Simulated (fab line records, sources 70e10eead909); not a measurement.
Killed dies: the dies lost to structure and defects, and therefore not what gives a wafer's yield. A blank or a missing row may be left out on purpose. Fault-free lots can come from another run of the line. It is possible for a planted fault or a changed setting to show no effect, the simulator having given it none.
Matching of chambers :: flow nand-harc :: 4 sister chambers for NHARC_A_STAIRCASE_ALD_415 on ald-hk-01
The step deposits SiO2, target thk 30 nm, pulse time 6 s, ald cycles 300. 4 wafers are shown with their chamber, then 7 later ones without.

## WAFERS PAIRED WITH THEIR CHAMBERS
wafer: L153.2
chamber: 2
heater-power-w (W): 457

wafer: L157.3
chamber: 0
heater-power-w (W): 464

wafer: L159.1
chamber: 1
heater-power-w (W): 463

wafer: L159.2
chamber: 3
heater-power-w (W): 488

## WAFERS WITHOUT THEIR CHAMBER
wafer: L159.4
heater-power-w (W): 459

wafer: L160.2
heater-power-w (W): 466

wafer: L160.4
heater-power-w (W): 468

wafer: L160.5
heater-power-w (W): 464

wafer: L162.3
heater-power-w (W): 465

wafer: L162.5
heater-power-w (W): 458

wafer: L162.6
heater-power-w (W): 450

## THE CHAMBER EACH PASSED THROUGH
wafer: L159.4
from the rows above: can't be placed: 2 or 1 or 0
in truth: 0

wafer: L160.2
from the rows above: can't be placed: 0 or 1
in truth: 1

wafer: L160.4
from the rows above: can't be placed: 0 or 1
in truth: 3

wafer: L160.5
from the rows above: can't be placed: 0 or 1
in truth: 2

wafer: L162.3
from the rows above: can't be placed: 0 or 1
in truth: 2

wafer: L162.5
from the rows above: can't be placed: 2 or 1 or 0
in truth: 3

wafer: L162.6
from the rows above: can't be placed: 2 or 1
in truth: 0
0 of 7 placed correctly. Unplaceable from these rows: 7, with the true chamber sitting among the candidates in 2. Placed wrongly: 0.
How it was worked out, from the rows above alone: a wafer's distance from a chamber is the root of the sum, over the readings, of the square of ((its reading less the chamber's mean) divided by the reading's scatter). The wafer belongs to the nearest chamber; if the next one is less than 2 further off, it can't be placed. For every chamber, the mean is computed from those of its wafers that are shown. The scatter: root of mean squared gap, hidden wafer to nearest shown wafer, with one shown wafer a chamber.
